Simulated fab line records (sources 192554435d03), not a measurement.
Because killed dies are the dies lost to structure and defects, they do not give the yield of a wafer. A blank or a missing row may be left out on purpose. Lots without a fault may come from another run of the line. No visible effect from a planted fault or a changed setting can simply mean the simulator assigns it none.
8D (eight disciplines) problem report, filled in by code | flow n5-finfet | the parts of the form that need people (team, actions taken, sign-off) are left out

== 1. THE PROBLEM ==
A mean of 1.39 a.u. is read at N5_BEOL_M3_ETCH_41 for oes-product-au, taken on 1 wafer of 1 lot, against 0.82 a.u. (standard deviation 0.099) on wafers free of any fault. Measured from the usual mean, that is +5.8 standard deviations.
The step: etches SiCN in CH3F/O2, target depth 29.9 nm, time 52.5 s.
First observed at day 10 15:17: wafer L564.6, on rie-diel-06. The record has a number at this step for 27 wafers belonging to 9 lots. By rule, "out" or "out of limits" means more than 4 standard deviations away from the usual mean. The rest of the wafers with a number are treated as sound.

== 2. WHAT IT IS, AND WHAT IT ISN'T ==
question                    | is                | is not
which readings at this step | oes-product-au    | drypump-motor-current-A, showerhead-plenum-p-Torr, throttle-valve-pct
which lots                  | L564              | L552, L556, L560, L561, L572, L573, L574, L575
which wafers of those lots  | L564.6            | L564.1, L564.3
read on which tools         | rie-diel-06       | rie-diel-02, rie-diel-04
when                        | from day 10 15:17 | up to then (14 sound wafers); but 12 sound wafers of L572, L573, L574, L575 came after

== 3. SUSPECTS, AND WHAT RULES EACH OUT ==
Counting: a tool at a process step up to the reading stays a suspect if it ran every lot that is out. Sound lots after the first of them don't rule it out here, since some wafers of a struck lot are sound.
- rie-diel-06 at N5_BEOL_M3_ETCHBACK_99 (etches SiO2 in CHF3, target depth 5 nm, time 10.4 s): kept. The lot that is out, L564, ran on it at day 10 15:01; the last sound lot it ran before that was L561, at day 9 20:05.
- rie-diel-06 at N5_BEOL_M3_ETCH_70 (etches SOC in N2/H2, target depth 80 nm, overetch 16 nm, time 120 s): kept. The lot that is out, L564, ran on it at day 10 15:04; the last sound lot it ran before that was L561, at day 9 20:08.
- rie-diel-06 at N5_BEOL_M3_ETCH_41 (etches SiCN in CH3F/O2, target depth 29.9 nm, time 52.5 s): kept. The lot that is out, L564, ran on it at day 10 15:17; the last sound lot it ran before that was L561, at day 9 20:22. Out on those wafers are its own readings of oes-product-au.
- Within rie-diel-06 at N5_BEOL_M3_ETCHBACK_99: the wafers that are out ran in chamber 1; their sound lot-mates ran in chambers 0, 2.
- Within rie-diel-06 at N5_BEOL_M3_ETCH_70: the wafers that are out ran in chamber 1; their sound lot-mates ran in chambers 0, 2.
- Within rie-diel-06 at N5_BEOL_M3_ETCH_41: the wafers that are out ran in chamber 1; their sound lot-mates ran in chambers 0, 2.
Left after counting: rie-diel-06 at N5_BEOL_M3_ETCHBACK_99, rie-diel-06 at N5_BEOL_M3_ETCH_70, rie-diel-06 at N5_BEOL_M3_ETCH_41.

== 4. THE CAUSE (what the simulator had put in) ==
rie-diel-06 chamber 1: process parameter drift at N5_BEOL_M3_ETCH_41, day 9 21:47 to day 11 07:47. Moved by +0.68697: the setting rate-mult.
Counting leaves 3 suspects; this tool is one of them.

== 5. THE CHAIN OF EFFECTS, in route order ==
One row per reading whose mean, taken over the struck wafers that have a number, lies over 3 standard deviations from the usual. Only readings for which the record gives a usual standard deviation are gone through. hours: the time from each lot's start at the first step in this table that gives one to its start at this step, as a median over the lots. sigmas: the change in usual standard deviations.
hours | step               | reading        | usual     | on struck wafers | change | sigmas
0     | N5_BEOL_M3_ETCH_41 | oes-product-au | 0.82 a.u. | 1.39             | +0.57  | +5.8
Here are the process steps it includes:
- N5_BEOL_M3_ETCH_41: etches SiCN in CH3F/O2, target depth 29.9 nm, time 52.5 s.
At these later measuring or inspecting steps, every struck wafer for which the step has a row has a number for every such reading, and none has moved that far: N5_BEOL_M4_RC_MEAS_101.

== 6. WHAT WOULD HAVE CAUGHT IT SOONER ==
18 hours passed between the start of the fault at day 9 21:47 and the first reading out of limits in this record, taken at day 10 15:17.
